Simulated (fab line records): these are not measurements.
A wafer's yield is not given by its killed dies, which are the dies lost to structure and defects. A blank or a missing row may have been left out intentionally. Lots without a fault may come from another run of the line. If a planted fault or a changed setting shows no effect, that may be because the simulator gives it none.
Which of the tools did it? | flow n5Finfet | Sampling: 24 lots, 72 wafers, 3 of 1938 route steps

== WHAT THE GAUGES READ, wafer by wafer ==
N5_PMOS_HMC_CHANNEL_EPI_OVL_MEAS_10. Usual: for PMOS_HMC_BLK_OVL the level is 0.2 nm and the standard deviation is 0.71.
lot  | measured    | on         | PMOS_HMC_BLK_OVL (nm) | flag
L074 | day 1 17:08 | overlay-02 | -0.5 -0.8 -0.1        | 
L075 | day 1 23:14 | overlay-02 | 0.8 0.0 0.6           | 
L076 | day 2 06:15 | overlay-02 | 0.5 0.7 0.8           | 
L077 | day 2 11:25 | overlay-02 | 0.2 0.5 0.2           | 
L078 | day 2 17:25 | overlay-02 | 0.6 -0.6 0.5          | 
L079 | day 2 23:33 | overlay-01 | 0.4 -1.2 -0.4         | 
L080 | day 3 05:10 | overlay-01 | -0.2 1.6 0.4          | 
L081 | day 3 11:10 | overlay-01 | -0.8 0.0 0.4          | 
L082 | day 3 17:16 | overlay-01 | -0.4 0.2 -0.1         | 
L083 | day 3 23:33 | overlay-01 | 0.0 -0.9 0.7          | 
L084 | day 4 05:42 | overlay-01 | 0.6 -0.3 1.2          | 
L085 | day 4 12:17 | overlay-01 | -0.6 -0.8 0.6         | 
L086 | day 4 17:29 | overlay-02 | 0.4 0.5 0.3           | 
L087 | day 4 23:08 | overlay-02 | 0.5 1.3 0.6           | 
L088 | day 5 07:11 | overlay-01 | 0.3 2.1 0.1           | 
L089 | day 5 13:38 | overlay-01 | -0.4 -1.3 -0.6        | 
L090 | day 5 17:36 | overlay-02 | 0.5 -0.2 0.6          | 
L091 | day 5 23:51 | overlay-02 | 0.9 -0.3 0.9          | 
L092 | day 6 05:24 | overlay-01 | 0.3 1.1 0.9           | 
L093 | day 6 11:37 | overlay-01 | 0.2 0.8 -0.1          | 
L094 | day 6 17:03 | overlay-02 | 0.6 -0.1 2.2          | 
L095 | day 7 00:14 | overlay-01 | 0.2 0.5 0.6           | 
L096 | day 7 05:17 | overlay-02 | -0.2 -0.4 -0.1        | 
L097 | day 7 11:13 | overlay-01 | -0.7 -0.5 -0.7        | 

== EACH LOT AND THE TOOL THAT RAN IT (in order: tool; ch and the chambers of the sampled wafers; start) ==
lot  | N5_ZERO_LAYER_STRIP_24             | N5_WELL_APT_EPI_41
L074 | plasmaAsher-02 ch 0,1, day 1 12:53 | epiRpcvd-02 ch 0, day 1 16:08
L075 | plasmaAsher-02 ch 0,1, day 1 18:58 | epiRpcvd-03 ch 0, day 1 22:19
L076 | plasmaAsher-02 ch 0,1, day 2 01:13 | epiRpcvd-01 ch 0, day 2 04:51
L077 | plasmaAsher-02 ch 0,1, day 2 07:01 | epiRpcvd-02 ch 0, day 2 10:23
L078 | plasmaAsher-01 ch 0,1, day 2 13:02 | epiRpcvd-02 ch 0, day 2 16:37
L079 | plasmaAsher-01 ch 0,1, day 2 19:02 | epiRpcvd-02 ch 0, day 2 22:40
L080 | plasmaAsher-02 ch 0,1, day 3 01:03 | epiRpcvd-03 ch 0, day 3 04:09
L081 | plasmaAsher-01 ch 1, day 3 06:55   | epiRpcvd-01 ch 0, day 3 09:59
L082 | plasmaAsher-02 ch 0,1, day 3 13:02 | epiRpcvd-02 ch 0, day 3 16:16
L083 | plasmaAsher-01 ch 0,1, day 3 19:13 | epiRpcvd-01 ch 0, day 3 22:35
L084 | plasmaAsher-01 ch 0,1, day 4 01:01 | epiRpcvd-02 ch 0, day 4 04:49
L085 | plasmaAsher-02 ch 0,1, day 4 07:13 | epiRpcvd-01 ch 0, day 4 10:58
L086 | plasmaAsher-01 ch 0,1, day 4 13:01 | epiRpcvd-01 ch 0, day 4 16:17
L087 | plasmaAsher-01 ch 0,1, day 4 18:56 | epiRpcvd-02 ch 0, day 4 22:09
L088 | plasmaAsher-02 ch 0,1, day 5 01:10 | epiRpcvd-03 ch 0, day 5 05:53
L089 | plasmaAsher-01 ch 1, day 5 07:22   | epiRpcvd-02 ch 0, day 5 12:36
L090 | plasmaAsher-02 ch 0,1, day 5 13:01 | epiRpcvd-03 ch 0, day 5 16:34
L091 | plasmaAsher-01 ch 0,1, day 5 19:35 | epiRpcvd-01 ch 0, day 5 22:50
L092 | plasmaAsher-02 ch 0,1, day 6 00:53 | epiRpcvd-01 ch 0, day 6 04:14
L093 | plasmaAsher-02 ch 0,1, day 6 07:02 | epiRpcvd-02 ch 0, day 6 10:30
L094 | plasmaAsher-01 ch 0,1, day 6 12:53 | epiRpcvd-03 ch 0, day 6 15:56
L095 | plasmaAsher-01 ch 0,1, day 6 19:40 | epiRpcvd-02 ch 0, day 6 22:55
L096 | plasmaAsher-02 ch 0,1, day 7 00:53 | epiRpcvd-01 ch 0, day 7 03:59
L097 | plasmaAsher-01 ch 0,1, day 7 06:59 | epiRpcvd-02 ch 0, day 7 10:13
- N5_ZERO_LAYER_STRIP_24: strips in O2.
- N5_WELL_APT_EPI_41: deposits Si from SiH4/H2, target thk 50 nm, time 297.7 s.

== AS READ BY THE TOOLS THEMSELVES (means over the sampled wafers that have a number; for cases with no such wafer, the mark the record gives instead) ==
N5_ZERO_LAYER_STRIP_24. Usual: drypumpMotorCurrentA 6.2 A, standard deviation 0.42; heaterPowerW 338 W, standard deviation 30; oesProductAu 0.646 a.u., standard deviation 0.0043; stripTimeToEndpointS 43.83 s, standard deviation 0.1; tempC 250.00 C, standard deviation 0.17.
lot  | tool           | drypumpMotorCurrentA (A) | heaterPowerW (W) | oesProductAu (a.u.) | stripTimeToEndpointS (s) | tempC (C) | flag
L074 | plasmaAsher-02 | 6.2                      | 362              | 0.648               | 43.85                    | 249.94    | 
L075 | plasmaAsher-02 | 6.2                      | 356              | 0.646               | 44.04                    | 250.05    | 
L076 | plasmaAsher-02 | 6.2                      | 356              | 0.647               | 43.97                    | 250.28    | 
L077 | plasmaAsher-02 | 6.2                      | 357              | 0.645               | 43.75                    | 249.93    | 
L078 | plasmaAsher-01 | 6.3                      | 307              | 0.644               | 43.74                    | 249.83    | 
L079 | plasmaAsher-01 | 6.3                      | 305              | 0.649               | 43.89                    | 250.10    | 
L080 | plasmaAsher-02 | 5.8                      | 362              | 0.646               | 43.85                    | 250.07    | 
L081 | plasmaAsher-01 | 6.4                      | 287              | 0.649               | 43.80                    | 249.89    | 
L082 | plasmaAsher-02 | 6.2                      | 358              | 0.644               | 43.89                    | 249.97    | 
L083 | plasmaAsher-01 | 6.3                      | 318              | 0.642               | 43.89                    | 250.38    | 
L084 | plasmaAsher-01 | 6.3                      | 329              | 0.647               | 43.69                    | 250.02    | 
L085 | plasmaAsher-02 | 5.8                      | 368              | 0.648               | 43.90                    | 250.20    | 
L086 | plasmaAsher-01 | 6.4                      | 306              | 0.648               | 43.84                    | 249.99    | 
L087 | plasmaAsher-01 | 6.3                      | 312              | 0.649               | 43.71                    | 249.94    | 
L088 | plasmaAsher-02 | 5.8                      | 363              | 0.649               | 43.76                    | 250.15    | 
L089 | plasmaAsher-01 | 6.3                      | 293              | 0.645               | 43.80                    | 250.02    | 
L090 | plasmaAsher-02 | 6.2                      | 350              | 0.644               | 43.79                    | 249.97    | 
L091 | plasmaAsher-01 | 6.3                      | 321              | 0.648               | 43.73                    | 250.23    | 
L092 | plasmaAsher-02 | 6.2                      | 362              | 0.648               | 44.04                    | 249.84    | 
L093 | plasmaAsher-02 | 5.8                      | 363              | 0.647               | 43.93                    | 249.89    | 
L094 | plasmaAsher-01 | 6.3                      | 325              | 0.644               | 43.78                    | 250.11    | 
L095 | plasmaAsher-01 | 6.3                      | 323              | 0.648               | 43.90                    | 249.88    | 
L096 | plasmaAsher-02 | 6.2                      | 356              | 0.642               | 43.79                    | 249.97    | 
L097 | plasmaAsher-01 | 6.3                      | 323              | 0.646               | 43.70                    | 249.98    | 

N5_WELL_APT_EPI_41. Usual: susceptorTempC 650.03 C, standard deviation 0.29; throttleValvePct 11.2 %, standard deviation 0.42.
lot  | tool        | susceptorTempC (C) | throttleValvePct (%) | flag
L074 | epiRpcvd-02 | 650.02             | 11.3                 | 
L075 | epiRpcvd-03 | 649.86             | 11.9                 | 
L076 | epiRpcvd-01 | 649.95             | 10.8                 | 
L077 | epiRpcvd-02 | 650.04             | 11.3                 | 
L078 | epiRpcvd-02 | 649.97             | 11.4                 | 
L079 | epiRpcvd-02 | 650.31             | 11.3                 | 
L080 | epiRpcvd-03 | 649.85             | 11.9                 | 
L081 | epiRpcvd-01 | 649.81             | 10.8                 | 
L082 | epiRpcvd-02 | 649.99             | 11.2                 | 
L083 | epiRpcvd-01 | 649.87             | 10.8                 | 
L084 | epiRpcvd-02 | 649.67             | 11.3                 | 
L085 | epiRpcvd-01 | 650.55             | 10.7                 | 
L086 | epiRpcvd-01 | 649.88             | 10.9                 | 
L087 | epiRpcvd-02 | 649.82             | 11.3                 | 
L088 | epiRpcvd-03 | 649.70             | 11.9                 | 
L089 | epiRpcvd-02 | 650.12             | 11.4                 | 
L090 | epiRpcvd-03 | 649.60             | 11.8                 | 
L091 | epiRpcvd-01 | 650.05             | 10.9                 | 
L092 | epiRpcvd-01 | 650.20             | 10.6                 | 
L093 | epiRpcvd-02 | 649.81             | 11.2                 | 
L094 | epiRpcvd-03 | 649.96             | 11.7                 | 
L095 | epiRpcvd-02 | 650.44             | 11.3                 | 
L096 | epiRpcvd-01 | 650.58             | 10.8                 | 
L097 | epiRpcvd-02 | 650.30             | 11.2                 | 

== THE ANSWER, worked out from the rows above alone ==
Rule: lot off if the mean of its wafers having a number is beyond 3 standard deviations from the usual mean. Also off: a lot with no number at a reading for which 4 or more lots have one. All remaining lots with rows at the step are treated as sound. After the gauges, taken in route order, come the tools' own readings; for these a lot's mean is taken, as printed above. At the first step where some lot is off, the reading lying furthest off is the one used; lots without a number count as furthest.
Nothing can be told from this: no lot is off at any reading shown.

== WHAT THE SIMULATOR HAD INSERTED ==
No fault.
